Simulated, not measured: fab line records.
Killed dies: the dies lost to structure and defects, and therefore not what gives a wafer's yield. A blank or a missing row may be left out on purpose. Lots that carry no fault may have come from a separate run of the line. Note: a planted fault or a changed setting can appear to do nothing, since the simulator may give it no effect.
8D (eight disciplines) problem report, filled in by code ; flow n5-finfet ; the parts of the form that need people (team, actions taken, sign-off) are left out

1. WHAT WENT WRONG
killed_at_M4_up at N5_PASSIVATION_PROBE_49 reads a mean of 90 on 6 wafers of 2 lots; wafers without a fault read 12 with a standard deviation of 4.4. That is +18 standard deviations from the usual mean.
First seen on wafer L823.3, day 15 04:17, on prober-02. Wafers with a number at this step in the record: 6, from 2 lots. Rule for "out", or "out of limits": more than 4 standard deviations from the usual mean. Any other wafer with a number is counted as sound.

2. WHAT IT IS; WHAT IT IS NOT
question;is;is not
which readings at this step;killed_at_M4_up;killed-at-front-end, killed-at-other, killed-short, sort_bin_8_speed
which lots;L823, L824;-
which wafers of those lots;all that have a number;-
read on which tools;prober-01, prober-02;-
when;from day 15 04:17;up to then (0 sound wafers)

3. WHAT RULES OUT EACH SUSPECT
Counting: a tool stays on the suspect list if, at a process step up to the reading, it processed all lots that are out and no sound lot following the first of them.
- pvd-sputter-02 at N5_BEOL_M5_PRE_CLEAN_45 (time 30 s): kept. It ran every lot that is out, first L823 (day 10 23:20), and no sound lot after that.
- rie-diel-01 at N5_BEOL_M15_STRIP_64 (strips in O2): kept. It ran every lot that is out, first L823 (day 14 15:52), and no sound lot after that. N5_BEOL_M15_STRIP_64 gives no start for some lots, so the hours and the order of its lots are those of N5_MIM_BOT_LITHO_DESCUM_10.
- rie-diel-02 at N5_MIM_BOT_LITHO_DESCUM_10 (chemistry O2, time 7.9 s): kept. It ran every lot that is out, first L823 (day 14 15:52), and no sound lot after that.
Left after counting: pvd-sputter-02 at N5_BEOL_M5_PRE_CLEAN_45, rie-diel-01 at N5_BEOL_M15_STRIP_64, rie-diel-02 at N5_MIM_BOT_LITHO_DESCUM_10.

4. THE CAUSE (what the simulator had put in)
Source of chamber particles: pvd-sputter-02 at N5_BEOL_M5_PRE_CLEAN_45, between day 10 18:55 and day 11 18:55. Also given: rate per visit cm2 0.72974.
Counting left 3 suspects, and this tool is among them.

5. SEQUENCE OF EFFECTS, ordered by route
One row per reading whose mean, taken over the struck wafers that have a number, lies over 3 standard deviations from the usual. Readings are gone through only where the record gives a usual standard deviation; hours: the median, over the lots, of the time from a lot's start at the first step in this table giving one to that lot's start at this step; sigmas: the change measured in usual standard deviations.
hours;step;reading;usual;on struck wafers;change;sigmas
0;N5_PASSIVATION_PROBE_49;defect-limited-yield;91.5 %;85.0;-6.5;-4.7
0;N5_PASSIVATION_PROBE_49;killed_at_M4_up;12;90;+78;+18
0;N5_PASSIVATION_PROBE_49;killed-dies;100;177;+77;+4.5
0;N5_PASSIVATION_PROBE_49;killed-on-rim;13;28;+15;+3.9
0;N5_PASSIVATION_PROBE_49;sort_bin_5_function;5.0 %;8.9;+3.9;+4.1
0;N5_PASSIVATION_PROBE_49;sort-n-pass;1079;1002;-77;-4.5
0;N5_PASSIVATION_PROBE_49;sort-yield-pct;91.4 %;85.0;-6.5;-4.3
The process steps in it:
- N5_PASSIVATION_PROBE_49

6. WHAT WOULD HAVE CAUGHT IT SOONER
In this record the first reading out of limits was taken at day 15 04:17, 105 hours after the fault began at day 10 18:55.
No tool reading at N5_BEOL_M5_PRE_CLEAN_45 that has a usual standard deviation in the record was out on any struck wafer, so an alarm limit of 4 standard deviations on those readings would not have fired.
Each of the lots that are out, 2 in all, had begun N5_BEOL_M5_PRE_CLEAN_45 on pvd-sputter-02 no later than day 15 04:17. Holding the tool at that point would not have protected any of them.
